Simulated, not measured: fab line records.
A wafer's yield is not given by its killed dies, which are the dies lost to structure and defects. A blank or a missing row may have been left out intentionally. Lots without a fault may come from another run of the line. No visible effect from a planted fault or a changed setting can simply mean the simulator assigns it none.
What tool caused it? / flow nand_harc / 13 lots, 39 wafers sampled, at 6 steps of a route of 1302

== WHAT THE GAUGES READ, wafer by wafer ==
NHARC_A_ONON_D2_THK_MEAS_14: measures by ellipsometry.
lot=L354; measured=day 12 02:08; on=film_metro-02; thk_nm (nm)=987 988 988
lot=L356; measured=day 12 23:02; on=film_metro-01; thk_nm (nm)=983 985 984
lot=L357; measured=day 13 12:10; on=film_metro-01; thk_nm (nm)=997 998 997
lot=L358; measured=day 13 22:55; on=film_metro-01; thk_nm (nm)=988 989 987
lot=L361; measured=day 15 17:40; on=film_metro-02; thk_nm (nm)=992 989 989
lot=L363; measured=day 16 00:10; on=film_metro-01; thk_nm (nm)=1002 1001 1002
lot=L370; measured=day 19 04:35; on=film_metro-01; thk_nm (nm)=996 994 994
lot=L371; measured=day 19 04:34; on=film_metro-02; thk_nm (nm)=1012 1013 1013
lot=L372; measured=day 19 21:19; on=film_metro-01; thk_nm (nm)=996 996 998
lot=L374; measured=day 20 18:13; on=film_metro-02; thk_nm (nm)=996 994 993
lot=L375; measured=day 21 02:52; on=film_metro-02; thk_nm (nm)=1002 1003 1003
lot=L376; measured=day 21 13:54; on=film_metro-02; thk_nm (nm)=1009 1010 1009
lot=L377; measured=day 22 02:37; on=film_metro-01; thk_nm (nm)=1011 1010 1012

NHARC_A_ONON_D2_THK_MEAS_18: measures by ellipsometry.
lot=L354; measured=day 12 09:25; on=film_metro-02; thk_nm (nm)=1007 1007 1006
lot=L356; measured=day 13 06:43; on=film_metro-02; thk_nm (nm)=1001 1001 1001
lot=L357; measured=day 13 20:56; on=film_metro-01; thk_nm (nm)=985 985 984
lot=L358; measured=day 14 07:40; on=film_metro-01; thk_nm (nm)=978 980 981
lot=L361; measured=day 16 01:39; on=film_metro-01; thk_nm (nm)=726 727 725
lot=L363; measured=day 16 09:42; on=film_metro-01; thk_nm (nm)=708 708 709
lot=L370; measured=day 19 12:19; on=film_metro-01; thk_nm (nm)=1000 999 997
lot=L371; measured=day 19 12:17; on=film_metro-02; thk_nm (nm)=986 988 987
lot=L372; measured=day 20 05:24; on=film_metro-01; thk_nm (nm)=1015 1012 1015
lot=L374; measured=day 21 01:35; on=film_metro-02; thk_nm (nm)=1004 1002 1003
lot=L375; measured=day 21 10:37; on=film_metro-02; thk_nm (nm)=1007 1007 1007
lot=L376; measured=day 21 21:53; on=film_metro-02; thk_nm (nm)=1001 1001 1001
lot=L377; measured=day 22 11:02; on=film_metro-02; thk_nm (nm)=985 984 983

NHARC_A_ONON_D2_INSPECT_32.
lot=L354; measured=day 12 12:31; on=defect_inspect-02; raw_defect_count=383 398 378
lot=L356; measured=day 13 09:36; on=defect_inspect-02; raw_defect_count=1054 326 394
lot=L357; measured=day 13 23:46; on=defect_inspect-02; raw_defect_count=364 409 501
lot=L358; measured=day 14 10:49; on=defect_inspect-02; raw_defect_count=378 482 851
lot=L361; measured=day 16 04:29; on=defect_inspect-02; raw_defect_count=233 244 176
lot=L363; measured=day 16 12:30; on=defect_inspect-02; raw_defect_count=652 589 746
lot=L370; measured=day 19 15:07; on=defect_inspect-02; raw_defect_count=377 354 408
lot=L371; measured=day 19 15:06; on=defect_inspect-01; raw_defect_count=359 587 523
lot=L372; measured=day 20 08:15; on=defect_inspect-01; raw_defect_count=741 690 725
lot=L374; measured=day 21 04:25; on=defect_inspect-01; raw_defect_count=425 429 472
lot=L375; measured=day 21 13:25; on=defect_inspect-02; raw_defect_count=306 361 527
lot=L376; measured=day 22 00:41; on=defect_inspect-01; raw_defect_count=478 456 624
lot=L377; measured=day 22 13:52; on=defect_inspect-01; raw_defect_count=252 390 338

NHARC_END_SORT_01.
lot=L361; measured=day 27 12:20; on=prober-01; killed_at_array=674 671 676; killed_at_other=0 0 0; killed_at_periphery=3 6 1; killed_dies=677 677 677; killed_open=3 1 1; killed_short=3 5 4
lot=L363; measured=day 28 03:56; on=prober-01; killed_at_array=673 674 673; killed_at_other=0 0 0; killed_at_periphery=4 3 4; killed_dies=677 677 677; killed_open=3 2 1; killed_short=4 1 2

== TOOL THAT RAN EACH LOT (tool first, then ch and the chambers of the sampled wafers, then the start) ==
lot=L354; NHARC_A_CHANNEL_FILL_D1_STRIP_28=rie_diel-11 ch 0,1, day 9 15:22; NHARC_A_ONON_D2_DEP_16=pecvd_onon-03 ch 0, day 12 08:58
lot=L356; NHARC_A_CHANNEL_FILL_D1_STRIP_28=rie_diel-03 ch 0,3, day 10 06:59; NHARC_A_ONON_D2_DEP_16=pecvd_onon-02 ch 0, day 13 06:16
lot=L357; NHARC_A_CHANNEL_FILL_D1_STRIP_28=rie_diel-03 ch 2,3, day 10 21:23; NHARC_A_ONON_D2_DEP_16=pecvd_onon-03 ch 0, day 13 20:29
lot=L358; NHARC_A_CHANNEL_FILL_D1_STRIP_28=rie_diel-03 ch 1,2,3, day 11 08:45; NHARC_A_ONON_D2_DEP_16=pecvd_onon-03 ch 0, day 14 07:10
lot=L361; NHARC_A_CHANNEL_FILL_D1_STRIP_28=rie_diel-03 ch 0,1, day 13 05:47; NHARC_A_ONON_D2_DEP_16=pecvd_onon-03 ch 0, day 16 01:08
lot=L363; NHARC_A_CHANNEL_FILL_D1_STRIP_28=rie_diel-03 ch 0,1,3, day 13 09:19; NHARC_A_ONON_D2_DEP_16=pecvd_onon-03 ch 0, day 16 09:11
lot=L370; NHARC_A_CHANNEL_FILL_D1_STRIP_28=rie_diel-03 ch 1,3, day 16 18:37; NHARC_A_ONON_D2_DEP_16=pecvd_onon-02 ch 0, day 19 11:50
lot=L371; NHARC_A_CHANNEL_FILL_D1_STRIP_28=rie_diel-11 ch 2,3, day 16 18:37; NHARC_A_ONON_D2_DEP_16=pecvd_onon-03 ch 0, day 19 11:50
lot=L372; NHARC_A_CHANNEL_FILL_D1_STRIP_28=rie_diel-11 ch 1,2,3, day 17 08:53; NHARC_A_ONON_D2_DEP_16=pecvd_onon-03 ch 0, day 20 04:57
lot=L374; NHARC_A_CHANNEL_FILL_D1_STRIP_28=rie_diel-07 ch 0,2,3, day 18 04:53; NHARC_A_ONON_D2_DEP_16=pecvd_onon-03 ch 0, day 21 01:08
lot=L375; NHARC_A_CHANNEL_FILL_D1_STRIP_28=rie_diel-03 ch 1,2,3, day 18 14:59; NHARC_A_ONON_D2_DEP_16=pecvd_onon-03 ch 0, day 21 10:10
lot=L376; NHARC_A_CHANNEL_FILL_D1_STRIP_28=rie_diel-03 ch 1,3, day 18 23:07; NHARC_A_ONON_D2_DEP_16=pecvd_onon-03 ch 0, day 21 21:26
lot=L377; NHARC_A_CHANNEL_FILL_D1_STRIP_28=rie_diel-07 ch 0,1, day 19 14:56; NHARC_A_ONON_D2_DEP_16=pecvd_onon-03 ch 0, day 22 10:38
- NHARC_A_CHANNEL_FILL_D1_STRIP_28: strips in O2, time 20 s.
- NHARC_A_ONON_D2_DEP_16: target thk 1000 nm.

== WHAT THE TOOLS THEMSELVES READ (means of the sampled wafers that have a number; where no wafer has one, the mark that the record gives instead) ==
NHARC_A_CHANNEL_FILL_D1_STRIP_28.
lot=L354; tool=rie_diel-11; drypump_motor_current_A (A)=6.0; o2_flow_sccm (sccm)=499.6; oes_product_au (a.u.)=0.998; rf_vpp_V (V)=57.4; showerhead_plenum_p_Torr (Torr)=3.50; throttle_valve_pct (%)=17.041
lot=L356; tool=rie_diel-03; drypump_motor_current_A (A)=5.6; o2_flow_sccm (sccm)=500.9; oes_product_au (a.u.)=1.004; rf_vpp_V (V)=57.5; showerhead_plenum_p_Torr (Torr)=3.53; throttle_valve_pct (%)=17.032
lot=L357; tool=rie_diel-03; drypump_motor_current_A (A)=5.9; o2_flow_sccm (sccm)=500.1; oes_product_au (a.u.)=1.002; rf_vpp_V (V)=58.3; showerhead_plenum_p_Torr (Torr)=3.56; throttle_valve_pct (%)=17.039
lot=L358; tool=rie_diel-03; drypump_motor_current_A (A)=6.0; o2_flow_sccm (sccm)=499.9; oes_product_au (a.u.)=1.001; rf_vpp_V (V)=58.4; showerhead_plenum_p_Torr (Torr)=3.62; throttle_valve_pct (%)=17.035
lot=L361; tool=rie_diel-03; drypump_motor_current_A (A)=5.5; o2_flow_sccm (sccm)=500.8; oes_product_au (a.u.)=1.005; rf_vpp_V (V)=57.6; showerhead_plenum_p_Torr (Torr)=3.59; throttle_valve_pct (%)=17.048
lot=L363; tool=rie_diel-03; drypump_motor_current_A (A)=5.6; o2_flow_sccm (sccm)=498.3; oes_product_au (a.u.)=1.008; rf_vpp_V (V)=58.4; showerhead_plenum_p_Torr (Torr)=3.58; throttle_valve_pct (%)=17.028
lot=L370; tool=rie_diel-03; drypump_motor_current_A (A)=5.8; o2_flow_sccm (sccm)=500.6; oes_product_au (a.u.)=1.006; rf_vpp_V (V)=57.5; showerhead_plenum_p_Torr (Torr)=3.57; throttle_valve_pct (%)=17.035
lot=L371; tool=rie_diel-11; drypump_motor_current_A (A)=5.9; o2_flow_sccm (sccm)=500.6; oes_product_au (a.u.)=0.990; rf_vpp_V (V)=58.8; showerhead_plenum_p_Torr (Torr)=3.60; throttle_valve_pct (%)=17.043
lot=L372; tool=rie_diel-11; drypump_motor_current_A (A)=6.0; o2_flow_sccm (sccm)=499.4; oes_product_au (a.u.)=0.996; rf_vpp_V (V)=57.5; showerhead_plenum_p_Torr (Torr)=3.58; throttle_valve_pct (%)=17.030
lot=L374; tool=rie_diel-07; drypump_motor_current_A (A)=6.3; o2_flow_sccm (sccm)=501.1; oes_product_au (a.u.)=0.994; rf_vpp_V (V)=57.9; showerhead_plenum_p_Torr (Torr)=3.48; throttle_valve_pct (%)=17.033
lot=L375; tool=rie_diel-03; drypump_motor_current_A (A)=6.0; o2_flow_sccm (sccm)=500.9; oes_product_au (a.u.)=1.001; rf_vpp_V (V)=57.7; showerhead_plenum_p_Torr (Torr)=3.61; throttle_valve_pct (%)=17.036
lot=L376; tool=rie_diel-03; drypump_motor_current_A (A)=5.8; o2_flow_sccm (sccm)=500.0; oes_product_au (a.u.)=1.001; rf_vpp_V (V)=58.3; showerhead_plenum_p_Torr (Torr)=3.62; throttle_valve_pct (%)=17.037
lot=L377; tool=rie_diel-07; drypump_motor_current_A (A)=6.2; o2_flow_sccm (sccm)=498.9; oes_product_au (a.u.)=1.004; rf_vpp_V (V)=58.1; showerhead_plenum_p_Torr (Torr)=3.43; throttle_valve_pct (%)=17.035

== THE ANSWER, worked out from the rows above alone ==
Rule: the usual values come from the lots themselves. The widest of any qualifying gaps counts: lots, ordered by their means at a reading, are off when they make up no more than a third of the lots, leave a main group of 4 or more, and stand apart from it by 3 or more times the standard deviation of that group's means. If all means in a main group match to the digits the tables above print for the reading, that group is not used. Also off: a lot with no number at a reading for which 4 or more lots have one. Any other lot the step has rows for is counted as sound. First the gauges in route order, then the tools' own readings, where a lot's mean is used as printed above. At the first step where some lot is off, the reading lying furthest off is the one used; lots without a number count as furthest.
Off: L361, L363, at NHARC_A_ONON_D2_THK_MEAS_18 (thk_nm). Mean 997 nm and standard deviation 11 in the main group.
A tool fits if, at a process step before that reading, it ran every lot that is off, and no sound lot after the first of them. The gauges at NHARC_A_ONON_D2_THK_MEAS_18 are tried like those tools. Of those tried, none fits.

== WHAT THE SIMULATOR PUT IN ==
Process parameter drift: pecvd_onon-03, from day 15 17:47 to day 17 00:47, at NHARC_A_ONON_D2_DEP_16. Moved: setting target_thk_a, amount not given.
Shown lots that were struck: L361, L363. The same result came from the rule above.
